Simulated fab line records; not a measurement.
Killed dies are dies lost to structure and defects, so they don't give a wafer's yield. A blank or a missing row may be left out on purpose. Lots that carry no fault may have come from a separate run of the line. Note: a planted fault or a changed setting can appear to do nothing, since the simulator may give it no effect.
Matching of chambers + flow n5_finfet + rie_diel-02 running N5_BEOL_M7_VIA_ETCH_34: 4 sister chambers
The step etches SiCOH lowk in C4F6/O2, target depth 125.5 nm, time 50.5 s. 8 wafers are shown with their chamber, then 8 later ones without.

## WAFERS PAIRED WITH THEIR CHAMBERS
| wafer  | chamber | rf_vpp_V (V) | showerhead_plenum_p_Torr (Torr) |
|--------|---------|--------------|---------------------------------|
| L077.4 | 0       | 658          | 2.94                            |
| L079.6 | 3       | 644          | 2.77                            |
| L085.1 | 3       | 643          | 2.77                            |
| L085.4 | 2       | 680          | 2.80                            |
| L087.1 | 0       | 659          | 2.94                            |
| L087.2 | 2       | 679          | 2.80                            |
| L087.4 | 1       | 718          | 2.85                            |
| L093.2 | 1       | 716          | 2.84                            |

## WAFERS WITHOUT THEIR CHAMBER
| wafer  | rf_vpp_V (V) | showerhead_plenum_p_Torr (Torr) |
|--------|--------------|---------------------------------|
| L093.3 | 643          | 2.76                            |
| L093.5 | 717          | 2.84                            |
| L095.1 | 716          | 2.84                            |
| L095.2 | 659          | 2.93                            |
| L095.5 | 642          | 2.76                            |
| L096.2 | 657          | 2.93                            |
| L096.4 | 716          | 2.84                            |
| L096.6 | 680          | 2.79                            |

## WHICH CHAMBER EACH WENT THROUGH
| wafer  | from the rows above | in truth |
|--------|---------------------|----------|
| L093.3 | 3                   | 3        |
| L093.5 | 1                   | 1        |
| L095.1 | 1                   | 1        |
| L095.2 | 0                   | 0        |
| L095.5 | 3                   | 3        |
| L096.2 | 0                   | 0        |
| L096.4 | 1                   | 1        |
| L096.6 | 2                   | 2        |
8 of 8 placed correctly. Number that these rows cannot place: 0. Wrongly placed: 0.
How it was worked out, from the rows above alone: a wafer's distance from a chamber is the root of the sum, over the readings, of the square of ((its reading less the chamber's mean) divided by the reading's scatter). The wafer belongs to the nearest chamber; if the next one is less than 2 further off, it can't be placed. Each chamber's mean is taken over the wafers shown for it. The scatter: the root of (the sum of the squares of (reading less its chamber's mean) over the shown wafers, divided by (wafers less chambers)).
